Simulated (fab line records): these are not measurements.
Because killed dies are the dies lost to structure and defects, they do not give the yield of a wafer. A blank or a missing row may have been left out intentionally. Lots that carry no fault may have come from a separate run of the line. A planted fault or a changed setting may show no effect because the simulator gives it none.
A struck lot beside a sound one || flow n5Finfet || 16 out of 1938 route steps
Sound: the wafers L156.4, L156.5, L156.6. Wafers L151.1, L151.3, L151.4 were the ones struck. At the end, the cause is stated.
At each step with rows: each side's tool, then ch and its chambers, then its first start. Under that, the readings that differ: sound wafers || struck wafers || difference of the means || sigmas: that difference in standard deviations of wafers without a fault.
alike: words and numbers the same on both sides, and readings whose means are apart by under 2 such deviations; not compared: readings that were withheld, readings missing a value for some wafer, numbers with overlapping values and no deviation given by the record, and bounds like >300 which may hide the same value.
A row with sigmas, a row that says differs or no value, or rows on one side alone: a step with any of these is where the two part. Non-overlapping numbers with no deviation appear without sigmas and do not part them. Lack of a reading on every wafer of one side parts them only where that side has two or more wafers.

first, 7 steps without rows for these wafers: N5_HKMG_FIN_COAT_42 (time 60 s, resist thk 35 nm); N5_HKMG_FIN_COAT_43 (resist thk 90 nm); N5_HKMG_FIN_EBR_45; N5_HKMG_FIN_SOFTBAKE_44 (time 60 s); N5_HKMG_FIN_EXPOSE_46 (exposes mask NDIPOLE); N5_HKMG_FIN_PEB_47 (peb time 60 s); N5_HKMG_FIN_DEVELOP_48 (develop time 30 s).
N5_HKMG_FIN_CD_MEAS_49: the cd target is 202 nm.
  sound on cdSem-01 ch 0, day 9 04:43; struck on cdSem-03 ch 0, day 7 22:43
  alike: cdNm
N5_HKMG_FIN_OVL_MEAS_50:
  sound on overlay-01 ch 0, day 9 04:45; struck on overlay-02 ch 0, day 7 22:45
  alike: NDIPOLE_OVL
N5_HKMG_FIN_INSPECT_61: inspects for defects (macro).
  sound on defectInspect-01 at day 9 04:46; struck on defectInspect-02 at day 7 22:47
  alike: rawDefectCount
N5_HKMG_FIN_DESCUM_53: chemistry O2, time 7.9 s.
  sound on rieDiel-01 ch 1,2, day 9 04:48; struck on rieDiel-06 ch 1,2,3, day 7 22:49
  alike: drypumpMotorCurrentA, oesProductAu, rfFwdPowerW, rfVppV, showerheadPlenumPTorr, throttleValvePct
  not compared: rfHoursCounterH
N5_HKMG_FIN_ETCH_54: etches SiARC in CF4, target depth 45.5 nm, time 75.8 s.
  sound on rieDiel-01 ch 1,2, day 9 04:50; struck on rieDiel-06 ch 1,2,3, day 7 22:51
  alike: drypumpMotorCurrentA, etchRfOnTimeS, oesProductAu, rfFwdPowerW, rfVppV, showerheadPlenumPTorr, throttleValvePct
  not compared: rfHoursCounterH
N5_HKMG_FIN_ETCH_55: etches SOC in N2/H2, target depth 240 nm, time 300 s.
  sound on rieDiel-01 ch 1,2, day 9 04:53; struck on rieDiel-06 ch 1,2,3, day 7 22:54
{"reading": "oesProductAu (a.u.)", "sound": "0.72 0.72 0.93", "struck": "1.27 0.93 1.08", "difference": "+0.30", "sigmas": "+3"}
{"reading": "model.etch.depthNm (nm)", "sound": "234.9 235.4 238.7", "struck": "375 362.2 374.4", "difference": "+134", "sigmas": ""}
{"reading": "model.HKMG_FIN.featureDepthNm (nm)", "sound": "235 235.4 238.8", "struck": "375 362.2 374.4", "difference": "+134", "sigmas": ""}
{"reading": "model.SiARC_of_HKMG_FIN_COAT_42.thkNm (nm)", "sound": "21.4 21.4 21.4", "struck": "13.4 15.2 13.6", "difference": -7.3, "sigmas": ""}
  alike: drypumpMotorCurrentA, rfFwdPowerW, rfVppV, showerheadPlenumPTorr, throttleValvePct
  not compared: rfHoursCounterH
then, 1 step without rows for these wafers: N5_HKMG_FIN_STRIP_56 (strips in N2/H2).
-- a jump in the record: the struck wafers' starts before and after are 4 days apart (it breaks off in module HKMG_FIN and resumes in module BEOL_M4, where the first step shown is number 1111 of the route) --
N5_BEOL_M4_RC_MEAS_101:
  sound on prober-02 ch 0, day 13 00:36; struck on prober-01 ch 0, day 11 22:49
  alike: DIBL_N, DIBL_P, IOFF_N, IOFF_P, ION_N, ION_P, SS_N, SS_P, VT_N, VT_P
-- the record jumps here: 4 days lie between the struck wafers' starts before and after (it left off in module BEOL_M4 and takes up again in module PASSIVATION, whose first step shown is number 1936 of the route) --
N5_PASSIVATION_PROBE_49:
  only the struck wafers here have rows in the record (prober-02, day 16 08:13); the sound ones have none

== WHERE THEY PART ==
At N5_HKMG_FIN_ETCH_55 first; at N5_PASSIVATION_PROBE_49 last (within this record only).

WHY: what had been put in by the simulator
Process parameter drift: rieDiel-06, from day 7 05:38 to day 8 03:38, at N5_HKMG_FIN_ETCH_55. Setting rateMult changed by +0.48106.
